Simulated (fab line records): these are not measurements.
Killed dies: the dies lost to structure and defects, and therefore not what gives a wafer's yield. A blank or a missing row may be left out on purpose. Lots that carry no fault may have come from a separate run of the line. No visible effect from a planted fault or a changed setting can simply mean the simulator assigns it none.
fab line records	flow n5_finfet
record lots=7	wafers=21
route steps=1938 shown ZERO_LAYER@9 WELL_APT@21 FIN_SAQP@96 FIN_CUT@160 DUMMY_GATE@215
start_h: the number of hours between the record's first day and the start of the first shown wafer of the lot	wait_h: how many hours have passed since the lot's step before this one	" unchanged from the row above	L1.1+2: a single row standing in for several wafers	- no value, or no start given	* or withheld: withheld	< > ~ a bound
route shown NAME@n: names a module that has steps shown in the file, with the first one's number in the route	usual: mean/standard deviation taken from wafers without a fault	same: alike in all rows	chamber/n: place in a boat	sites: readings site by site	_std_site: standard deviation of those values	_edge_site: outer sites' mean less inner sites'	radius_mm: how far each site lies from the wafer's centre	mask NAME#n: copy n	behind: tool/chamber where the wafer was last shaped	hold: what put the lot on hold/how long, in hours/how the hold closed	device: which transistor (n, p or np) failed to switch	end of line: tests run on the same wafers once the route is complete	a step given without rows: its recipe and nothing more	killed: dies that structure and defects cost at the first sort, which is not the same as the wafer's yield	map: the dies of a wafer, with x for killed, . for not killed, _ for no die there
set.NAME: the setting that was run; set.NAME@STEP: the one run at that earlier step	model.NAME: the simulator's own value behind a step, which no gauge read
lots whose settings were changed on purpose; a table a step, a row a wafer
## steps
# step N5_ZERO_LAYER_EXPOSE_08
# recipe mask_id=ZERO	na=0.55	source_shape=conventional	sigma_outer=0.8	polarization=unpolarized	defocus_nm=0	target_cd_nm=2000	dose_mj=16.2
lot.wafer	tool	chamber	start_h	wait_h	mask	set.dose_mj
L075.1+4	krf_scanner-02	0	18.47	-	ZERO#0	16.2
L075.6	"	0	"	"	ZERO#0	17
L076.1+2+5	krf_scanner-01	0	24.61	-	ZERO#0	16.2
L084.1+5+6	krf_scanner-01	0	72.59	-	ZERO#0	16.2
L089.3+5+6	krf_scanner-02	0	102.48	-	ZERO#0	16.2
L094.1	krf_scanner-01	0	132.46	-	ZERO#0	14.99
L094.4+6	"	0	"	"	ZERO#0	16.2
L095.4+5+6	krf_scanner-01	0	138.48	-	ZERO#0	16.2
L097.4+5+6	krf_scanner-01	0	150.48	-	ZERO#0	16.2
# step N5_ZERO_LAYER_PEB_09
# recipe peb_temp_c=withheld	peb_time_s=*
# step N5_ZERO_LAYER_DEVELOP_10
# recipe develop_time_s=60	rinse_liquid=diw	dry=air_spin	dev_temp_c=21
# step N5_ZERO_LAYER_HARDBAKE_23
# recipe temp_c=130	time_s=120
# step N5_ZERO_LAYER_CD_MEAS_11
# recipe target_cd_nm=2000	landing_energy_ev=500	detector=se_inlens
# usual cd_nm=2000.7/3
lot.wafer	tool	chamber	start_h	wait_h	set.dose_mj@ZERO_LAYER_EXPOSE_08	cd_nm
L075.1	cd_sem-03	0	18.64	-	16.2	2000.8
L075.4	"	0	"	"	16.2	1999.0
L075.6	"	0	"	"	17	2007.8
L076.1	cd_sem-01	0	24.79	-	16.2	2002.9
L076.2	"	0	"	"	16.2	2000.4
L076.5	"	0	"	"	16.2	1998.7
L084.1	cd_sem-03	0	72.77	-	16.2	1998.4
L084.5	"	0	"	"	16.2	1999.3
L084.6	"	0	"	"	16.2	2002.1
L089.3	cd_sem-02	0	102.65	-	16.2	1997.2
L089.5	"	0	"	"	16.2	1997.6
L089.6	"	0	"	"	16.2	1996.6
L094.1	cd_sem-03	0	132.64	-	14.99	1987.9
L094.4	"	0	"	"	16.2	2002.4
L094.6	"	0	"	"	16.2	2002.4
L095.4	cd_sem-03	0	138.65	-	16.2	1998.2
L095.5	"	0	"	"	16.2	1998.3
L095.6	"	0	"	"	16.2	2001.6
L097.4	cd_sem-03	0	150.65	-	16.2	1998.1
L097.5	"	0	"	"	16.2	2001.4
L097.6	"	0	"	"	16.2	2000.9
# step N5_WELL_APT_COAT_02
# recipe spin_rpm=1357	resist_thk_nm=950
lot.wafer	tool	chamber	start_h	wait_h	set.spin_rpm	model.coat_of_WELL_APT_COAT_02.thk_nm
L075.1	litho_track-02	0	-	-	1466	915.1
L075.4	"	0	"	"	1466	916.5
L075.6	"	0	"	"	1357	952.4
L076.1	litho_track-03	0	-	-	1357	948.4
L076.2	"	0	"	"	1357	951.5
L076.5	"	0	"	"	1357	952.3
L084.1	litho_track-05	0	-	-	1307	969.5
L084.5	"	0	"	"	1357	949.7
L084.6	"	0	"	"	1357	949.2
L089.3	litho_track-03	0	-	-	1357	949
L089.5	"	0	"	"	1357	949.2
L089.6	"	0	"	"	1357	947.3
L094.1+6	litho_track-05	0	-	-	1357	949.2
L094.4	"	0	"	"	1357	946.7
L095.4	litho_track-05	0	-	-	1357	953.9
L095.5	"	0	"	"	1357	951.8
L095.6	"	0	"	"	1252	991.8
L097.4	litho_track-05	0	-	-	1454	917.5
L097.5	"	0	"	"	1454	919.2
L097.6	"	0	"	"	1357	951.3
# step N5_FIN_SAQP_HM_DEP_03
# recipe material=SiNx	target_thk_a=380	temp_c=400	precursor=SiH4/NH3/N2	pressure_torr=1.5	rf_w=300	time_s=33.6
lot.wafer	tool	chamber	start_h	wait_h	set.time_s	model.SiNx_of_FIN_SAQP_HM_DEP_03.thk_nm
L075.1	pecvd-02	0	27.43	0.2	33.6	37.85
L075.4	"	2	"	"	36.23	41.21
L075.6	"	1	"	"	33.6	38.06
L076.1	pecvd-04	2	33.89	0.2	33.6	37.52
L076.2	"	0	"	"	33.6	37.57
L076.5	"	0	"	"	33.6	38.39
L084.1	pecvd-02	0	81.07	0.2	33.6	38.03
L084.5	"	1	"	"	37.84	43.45
L084.6	"	2	"	"	37.84	43.57
L089.3	pecvd-01	0	111.01	0.1	33.6	37.49
L089.5	"	2	"	"	33.6	38.04
L089.6	"	0	"	"	33.6	38.4
L094.1	pecvd-04	0	142.40	0.2	33.6	37.98
L094.4	"	1	"	"	28.84	33.19
L094.6	"	0	"	"	33.6	39.26
L095.4	pecvd-04	2	147.22	0.1	33.6	38.22
L095.5	"	1	"	"	36.7	42.29
L095.6	"	0	"	"	33.6	38.41
L097.4	pecvd-01	2	160.66	0.1	33.6	37.51
L097.5	"	0	"	"	36.93	41.05
L097.6	"	1	"	"	36.93	42.15
# step N5_FIN_SAQP_THK_MEAS_05
# usual thk_nm=38.1/0.57
lot.wafer	tool	chamber	start_h	wait_h	set.time_s@FIN_SAQP_HM_DEP_03	thk_nm
L075.1	film_metro-02	-	27.52	0.1	33.6	37.8
L075.4	"	-	"	"	36.23	41.2
L075.6	"	-	"	"	33.6	38.1
L076.1	film_metro-01	-	33.98	0.1	33.6	37.5
L076.2	"	-	"	"	33.6	37.5
L076.5	"	-	"	"	33.6	38.3
L084.1	film_metro-01	-	81.16	0.1	33.6	38.0
L084.5	"	-	"	"	37.84	43.4
L084.6	"	-	"	"	37.84	43.6
L089.3	film_metro-02	-	111.10	0.1	33.6	37.5
L089.5	"	-	"	"	33.6	38.0
L089.6	"	-	"	"	33.6	38.4
L094.1	film_metro-01	-	142.48	0.1	33.6	38.0
L094.4	"	-	"	"	28.84	33.2
L094.6	"	-	"	"	33.6	39.3
L095.4	film_metro-01	-	147.28	0.0	33.6	38.2
L095.5	"	-	"	"	36.7	42.3
L095.6	"	-	"	"	33.6	38.4
L097.4	film_metro-01	-	160.72	0.0	33.6	37.5
L097.5	"	-	"	"	36.93	41.1
L097.6	"	-	"	"	36.93	42.2
# step N5_FIN_SAQP_PECVD_48
# recipe material=SiNx	target_thk_a=250	temp_c=400	precursor=SiH4/NH3/N2	pressure_torr=1.5	rf_w=300	time_s=22.1
lot.wafer	tool	chamber	start_h	wait_h	set.time_s	model.SiNx_of_FIN_SAQP_PECVD_48.thk_nm
L075.1	pecvd-04	2	27.60	0.0	19.83	22.83
L075.4	"	0	"	"	22.1	25.16
L075.6	"	2	"	"	19.83	22.7
L076.1	pecvd-01	2	34.06	0.0	22.1	24.74
L076.2	"	0	"	"	22.1	24.29
L076.5	"	2	"	"	22.1	25.11
L084.1	pecvd-04	2	81.23	0.0	22.1	25.23
L084.5	"	1	"	"	22.1	25.03
L084.6	"	2	"	"	23.77	27.55
L089.3	pecvd-02	1	111.18	0.0	22.1	24.95
L089.5	"	2	"	"	22.1	25.15
L089.6	"	0	"	"	22.1	25.93
L094.1	pecvd-01	1	142.56	0.0	22.1	24.7
L094.4	"	0	"	"	22.1	25.08
L094.6	"	1	"	"	22.1	24.85
L095.4	pecvd-01	1	147.38	0.0	22.1	25.29
L095.5	"	2	"	"	22.1	25.27
L095.6	"	0	"	"	20.98	23.89
L097.4	pecvd-04	1	160.81	0.0	22.1	25.02
L097.5	"	2	"	"	20.09	23.6
L097.6	"	0	"	"	22.1	25.69
# step N5_FIN_SAQP_PECVD_06
# recipe material=a-Si	target_thk_a=600	temp_c=400	precursor=SiH4/He	pressure_torr=3	rf_w=100	time_s=48.1
# step N5_FIN_SAQP_MANDREL1_REMOVE_56
# recipe chemistry=HBr/Cl2/O2	bt_time_s=10	target=a-Si	stop_on=SiNx	endpoint=OES-SiCl	over_etch_frac=1	icp_w=600	bias_w=22	HBr_flow_sccm=150	Cl2_flow_sccm=80	O2_flow_sccm=5	pressure_mtorr=10
# step N5_FIN_SAQP_ETCH_57
# recipe chemistry=CH3F/O2	target=SiNx	mask_material=SiO2	target_depth_a=325	time_s=46.4	pressure_mtorr=30	source_w=395	bias_w=73	Ar_flow_sccm=150	CH3F_flow_sccm=30	O2_flow_sccm=20	ion_energy_ev=120	ends=cleared
lot.wafer	tool	chamber	start_h	wait_h	set.time_s@FIN_SAQP_PECVD_48	model.etch.depth_nm
L075.1	rie_diel-05	3	30.95	0.0	19.83	22.74
L075.4	"	2	"	"	22.1	24.97
L075.6	"	1	"	"	19.83	22.61
L076.1	rie_diel-06	2	36.84	0.0	22.1	24.74
L076.2	"	0	"	"	22.1	24.2
L076.5	"	0	"	"	22.1	24.91
L084.1	rie_diel-05	0	84.13	0.0	22.1	25.04
L084.5	"	0	"	"	22.1	25.03
L084.6	"	3	"	"	23.77	27.55
L089.3	rie_diel-04	3	114.27	0.0	22.1	24.95
L089.5	"	3	"	"	22.1	25.15
L089.6	"	0	"	"	22.1	25.9
L094.1	rie_diel-06	2	145.73	0.1	22.1	24.67
L094.4	"	0	"	"	22.1	24.75
L094.6	"	3	"	"	22.1	24.85
L095.4	rie_diel-05	1	151.05	0.3	22.1	25.29
L095.5	"	2	"	"	22.1	25.27
L095.6	"	0	"	"	20.98	23.56
L097.4	rie_diel-05	0	163.83	0.1	22.1	24.82
L097.5	"	2	"	"	20.09	23.6
L097.6	"	1	"	"	22.1	25.6
# step N5_FIN_SAQP_ETCH_65
# recipe chemistry=CF4	target=SiO2	target_depth_a=40	ion_energy_ev=350	time_s=4.4	pressure_mtorr=10	icp_w=800	bias_w=400	cf4_flow_sccm=80
# step N5_FIN_SAQP_MANDREL_ETCH_58
# recipe chemistry=HBr/Cl2	target=a-Si	target_depth_a=450	bt_time_s=10	stop_on=SiNx	mask_material=SiO2	over_etch_frac=0.8	time_s=27	pressure_mtorr=10	icp_w=800	bias_w=75	HBr_flow_sccm=150	Cl2_flow_sccm=80	ends=end_point
# step N5_FIN_SAQP_MANDREL2_REMOVE_60
# recipe chemistry=HBr/Cl2/O2	bt_time_s=10	target=a-Si	stop_on=SiNx	endpoint=OES-SiCl	over_etch_frac=1	icp_w=600	bias_w=22	HBr_flow_sccm=150	Cl2_flow_sccm=80	O2_flow_sccm=5	pressure_mtorr=10
# step N5_FIN_SAQP_HM_OPEN_33
# recipe chemistry=CH3F/O2	target=SiNx	mask_material=SiO2	target_depth_a=494	time_s=70.6	pressure_mtorr=30	source_w=395	bias_w=73	Ar_flow_sccm=150	CH3F_flow_sccm=30	O2_flow_sccm=20	ion_energy_ev=120	ends=cleared
# usual etch_rf_on_time_s=69.8/1.8
lot.wafer	tool	chamber	start_h	wait_h	set.time_s@FIN_SAQP_HM_DEP_03	etch_rf_on_time_s	model.etch.depth_nm
L075.1	rie_diel-05	2	32.55	0.1	33.6	71.2	37.22
L075.4	"	3	"	"	36.23	75.7	40.5
L075.6	"	0	"	"	33.6	68.6	37.26
L076.1	rie_diel-05	0	38.55	0.0	33.6	68.7	36.83
L076.2	"	2	"	"	33.6	70.8	36.94
L076.5	"	2	"	"	33.6	72.4	37.77
L084.1	rie_diel-04	0	85.69	0.0	33.6	69.7	37.41
L084.5	"	3	"	"	37.84	78.2	42.82
L084.6	"	2	"	"	37.84	81.6	42.94
L089.3	rie_diel-04	1	115.81	0.0	33.6	70.5	36.78
L089.5	"	3	"	"	33.6	69.0	37.33
L089.6	"	2	"	"	33.6	71.1	37.77
L094.1	rie_diel-05	1	147.44	0.0	33.6	67.9	37.35
L094.4	"	0	"	"	28.84	59.4	32.56
L094.6	"	1	"	"	33.6	70.5	38.64
L095.4	rie_diel-04	2	152.89	0.0	33.6	70.5	37.59
L095.5	"	1	"	"	36.7	79.0	41.37
L095.6	"	0	"	"	33.6	70.4	37.78
L097.4	rie_diel-05	2	165.42	0.1	33.6	70.6	36.7
L097.5	"	0	"	"	36.93	76.2	40.43
L097.6	"	1	"	"	36.93	76.3	41.44
# step N5_FIN_SAQP_ETCH_34
# recipe chemistry=C4F6/O2	target=SiO2	target_depth_a=450	time_s=15	ion_energy_ev=250	pressure_mtorr=30	source_w=345	bias_w=185	Ar_flow_sccm=300	C4F6_flow_sccm=10	O2_flow_sccm=10	ends=cleared
lot.wafer	tool	chamber	start_h	wait_h	set.time_s@FIN_SAQP_HM_DEP_03	model.SiNx_of_FIN_SAQP_HM_DEP_03.thk_nm
L075.1+6	rie_diel-05	2,0	32.62	0.0	33.6	34.4
L075.4	"	3	"	"	36.23	37.6
L076.1	rie_diel-05	0	38.62	0.0	33.6	33.8
L076.2	"	2	"	"	33.6	34
L076.5	"	2	"	"	33.6	34.8
L084.1	rie_diel-04	0	85.76	0.0	33.6	34.6
L084.5+6	"	3,2	"	"	37.84	40
L089.3	rie_diel-04	1	115.88	0.0	33.6	33.8
L089.5	"	3	"	"	33.6	34.4
L089.6	"	2	"	"	33.6	34.8
L094.1	rie_diel-05	1	147.51	0.0	33.6	34.4
L094.4	"	0	"	"	28.84	29.6
L094.6	"	1	"	"	33.6	35.6
L095.4	rie_diel-04	2	152.96	0.0	33.6	34.6
L095.5	"	1	"	"	36.7	38.4
L095.6	"	0	"	"	33.6	34.8
L097.4	rie_diel-05	2	165.47	0.0	33.6	33.8
L097.5	"	0	"	"	36.93	37.4
L097.6	"	1	"	"	36.93	38.4
# step N5_FIN_CUT_EXPOSE_05
# recipe mask_id=FIN_CUT	na=0.33	source_shape=annular	sigma_inner=0.35	sigma_outer=0.8	polarization=unpolarized	dose_mj=45.75
lot.wafer	tool	chamber	start_h	wait_h	mask	set.dose_mj
L075.1	euv_scanner-01	0	33.50	-	FIN_CUT#0	45.75
L075.4+6	"	0	"	"	FIN_CUT#0	47.08
L076.1+2+5	euv_scanner-02	0	39.46	-	FIN_CUT#0	45.75
L084.1+6	euv_scanner-01	0	86.53	-	FIN_CUT#0	45.75
L084.5	"	0	"	"	FIN_CUT#0	42.82
L089.3+5+6	euv_scanner-02	0	116.53	-	FIN_CUT#0	45.75
L094.1+4	euv_scanner-02	0	148.14	-	FIN_CUT#0	47.18
L094.6	"	0	"	"	FIN_CUT#0	45.75
L095.4+6	euv_scanner-01	0	153.75	-	FIN_CUT#0	45.75
L095.5	"	0	"	"	FIN_CUT#0	48.92
L097.4	euv_scanner-01	0	166.29	-	FIN_CUT#0	45.75
L097.5+6	"	0	"	"	FIN_CUT#0	48.67
# step N5_FIN_CUT_PEB_06
# recipe peb_temp_c=100	peb_time_s=60	resist=CAR-EUV
# step N5_FIN_CUT_DEVELOP_07
# recipe develop_time_s=30	developer=TMAH	resist=CAR-EUV	rinse_liquid=surfactant_rinse	dry=air_spin	dev_temp_c=23
# step N5_FIN_CUT_CD_MEAS_08
# recipe target_cd_nm=29.1	landing_energy_ev=500	detector=se_inlens	polarity=opening
# usual cd_nm=29.27/0.25
lot.wafer	tool	chamber	start_h	wait_h	set.dose_mj@FIN_CUT_EXPOSE_05	cd_nm
L075.1	cd_sem-03	0	33.64	-	45.75	29.08
L075.4	"	0	"	"	47.08	30.11
L075.6	"	0	"	"	47.08	29.88
L076.1	cd_sem-01	0	39.59	-	45.75	29.64
L076.2	"	0	"	"	45.75	28.87
L076.5	"	0	"	"	45.75	29.35
L084.1	cd_sem-03	0	86.66	-	45.75	29.38
L084.5	"	0	"	"	42.82	28.09
L084.6	"	0	"	"	45.75	29.38
L089.3	cd_sem-01	0	116.65	-	45.75	29.52
L089.5	"	0	"	"	45.75	29.20
L089.6	"	0	"	"	45.75	29.23
L094.1	cd_sem-02	0	148.27	-	47.18	29.68
L094.4	"	0	"	"	47.18	29.62
L094.6	"	0	"	"	45.75	29.36
L095.4	cd_sem-02	0	153.86	-	45.75	29.17
L095.5	"	0	"	"	48.92	30.45
L095.6	"	0	"	"	45.75	29.55
L097.4	cd_sem-01	0	166.41	-	45.75	29.41
L097.5	"	0	"	"	48.67	30.54
L097.6	"	0	"	"	48.67	30.16
# step N5_FIN_CUT_DESCUM_13
# recipe chemistry=O2	time_s=7	source_power_w=50	bias_power_w=20	pressure_mtorr=20	rf_frequency_hz=2.712e+07	temp_c=40	resist=CAR-EUV	o2_flow_sccm=225
# step N5_FIN_CUT_ETCH_30
# recipe chemistry=N2/H2	target=underlayer	target_depth_a=130	mask_material=CAR-EUV	time_s=10.4	ion_energy_ev=200	pressure_mtorr=30	source_w=840	bias_w=150	n2_flow_sccm=200	h2_flow_sccm=200	ends=cleared
lot.wafer	tool	chamber	start_h	wait_h	set.dose_mj@FIN_CUT_EXPOSE_05	model.FIN_CUT.cd_offset_nm
L075.1	rie_diel-01	1	33.80	0.0	45.75	0.4
L075.4	"	2	"	"	47.08	1
L075.6	"	2	"	"	47.08	1.2
L076.1	rie_diel-01	1	40.07	0.0	45.75	0.2
L076.2	"	2	"	"	45.75	0.4
L076.5	"	3	"	"	45.75	0
L084.1+6	rie_diel-02	0	86.83	0.0	45.75	0
L084.5	"	3	"	"	42.82	-0.8
L089.3+5	rie_diel-02	2,0	116.81	0.0	45.75	0.2
L089.6	"	1	"	"	45.75	0.4
L094.1	rie_diel-03	1	148.58	0.0	47.18	0.4
L094.4	"	0	"	"	47.18	0.8
L094.6	"	1	"	"	45.75	-0.2
L095.4+6	rie_diel-03	3,0	154.02	0.0	45.75	0.4
L095.5	"	1	"	"	48.92	1.4
L097.4	rie_diel-01	0	166.56	0.0	45.75	0
L097.5	"	1	"	"	48.67	1.4
L097.6	"	0	"	"	48.67	1
# step N5_FIN_CUT_ETCH_20
# recipe chemistry=CF4	target=SiARC	target_depth_a=260	mask_material=CAR-EUV	time_s=43.3	ion_energy_ev=80	pressure_mtorr=40	source_w=545	bias_w=36	Ar_flow_sccm=100	cf4_flow_sccm=100	ends=cleared
lot.wafer	tool	chamber	start_h	wait_h	set.dose_mj@FIN_CUT_EXPOSE_05	model.FIN_CUT.cd_offset_nm
L075.1	rie_diel-01	1	33.82	0.0	45.75	0.6
L075.4	"	2	"	"	47.08	0.8
L075.6	"	2	"	"	47.08	1
L076.1	rie_diel-01	1	40.09	0.0	45.75	0.4
L076.2	"	2	"	"	45.75	0
L076.5	"	3	"	"	45.75	-0.2
L084.1	rie_diel-02	0	86.85	0.0	45.75	0
L084.5	"	3	"	"	42.82	-0.8
L084.6	"	0	"	"	45.75	0.2
L089.3+6	rie_diel-02	2,1	116.83	0.0	45.75	0.4
L089.5	"	0	"	"	45.75	0.2
L094.1	rie_diel-03	1	148.60	0.0	47.18	0.2
L094.4	"	0	"	"	47.18	0.6
L094.6	"	1	"	"	45.75	-0.4
L095.4+6	rie_diel-03	3,0	154.04	0.0	45.75	0.4
L095.5	"	1	"	"	48.92	1.2
L097.4	rie_diel-01	0	166.58	0.0	45.75	0
L097.5	"	1	"	"	48.67	1.4
L097.6	"	0	"	"	48.67	1.2
# step N5_DUMMY_GATE_CVD_03
# recipe material=a-Si	target_thk_a=1500	temp_c=530	precursor=SiH4	time_s=8042
lot.wafer	tool	chamber	start_h	wait_h	set.temp_c	model.a-Si_of_DUMMY_GATE_CVD_03.thk_nm
L075.1	-	-	-	0.1	530	150.2
L075.4	"	-	"	"	530	149.4
L075.6	"	-	"	"	530	148.6
L076.1+5	-	-	-	0.1	550.1	260.8
L076.2	"	-	"	"	550.1	260.6
L084.1	-	-	-	0.1	522.6	124.4
L084.5	"	-	"	"	522.6	122.2
L084.6	"	-	"	"	522.6	124
L089.3	lpcvd-02	1/50	127.04	0.1	530	150
L089.5	"	1/59	"	"	530	148.6
L089.6	"	1/64	"	"	530	151.4
L094.1	-	-	-	0.1	508.5	79.6
L094.4	"	-	"	"	508.5	79.8
L094.6	"	-	"	"	508.5	80.4
L095.4	-	-	-	0.1	530	151
L095.5	"	-	"	"	530	149.2
L095.6	"	-	"	"	530	150.6
L097.4	-	-	-	0.1	530	149.4
L097.5	"	-	"	"	530	148.8
L097.6	"	-	"	"	530	147.4
## key
split step=N5_ZERO_LAYER_EXPOSE_08	setting=dose_mj	stated=16.2	by=wafer
response step=N5_ZERO_LAYER_CD_MEAS_11	reading=cd_nm	change=+1.84	per=1%	r=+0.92
split step=N5_WELL_APT_COAT_02	setting=spin_rpm	stated=1357	by=wafer
response step=N5_WELL_APT_COAT_02	reading=model.coat_of_WELL_APT_COAT_02.thk_nm	change=-4.78	per=1%	r=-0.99
split step=N5_FIN_SAQP_HM_DEP_03	setting=time_s	stated=33.6	by=wafer
response step=N5_FIN_SAQP_HM_DEP_03	reading=model.SiNx_of_FIN_SAQP_HM_DEP_03.thk_nm	change=+0.411	per=1%	r=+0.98
response step=N5_FIN_SAQP_THK_MEAS_05	reading=thk_nm	change=*	per=1%	r=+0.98
response step=N5_FIN_SAQP_HM_OPEN_33	reading=etch_rf_on_time_s	change=*	per=1%	r=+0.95
response step=N5_FIN_SAQP_HM_OPEN_33	reading=model.etch.depth_nm	change=+0.409	per=1%	r=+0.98
response step=N5_FIN_SAQP_ETCH_34	reading=model.SiNx_of_FIN_SAQP_HM_DEP_03.thk_nm	change=+0.404	per=1%	r=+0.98
split step=N5_FIN_SAQP_PECVD_48	setting=time_s	stated=22.1	by=wafer
response step=N5_FIN_SAQP_PECVD_48	reading=model.SiNx_of_FIN_SAQP_PECVD_48.thk_nm	change=+0.243	per=1%	r=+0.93
response step=N5_FIN_SAQP_ETCH_57	reading=model.etch.depth_nm	change=+0.244	per=1%	r=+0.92
split step=N5_FIN_CUT_EXPOSE_05	setting=dose_mj	stated=45.75	by=wafer
response step=N5_FIN_CUT_CD_MEAS_08	reading=cd_nm	change=+0.172	per=1%	r=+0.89
response step=N5_FIN_CUT_ETCH_30	reading=model.FIN_CUT.cd_offset_nm	change=+0.164	per=1%	r=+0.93
response step=N5_FIN_CUT_ETCH_20	reading=model.FIN_CUT.cd_offset_nm	change=+0.155	per=1%	r=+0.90
split step=N5_DUMMY_GATE_CVD_03	setting=temp_c	stated=530	by=lot
response step=N5_DUMMY_GATE_CVD_03	reading=model.a-Si_of_DUMMY_GATE_CVD_03.thk_nm	change=+23	per=1%	r=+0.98
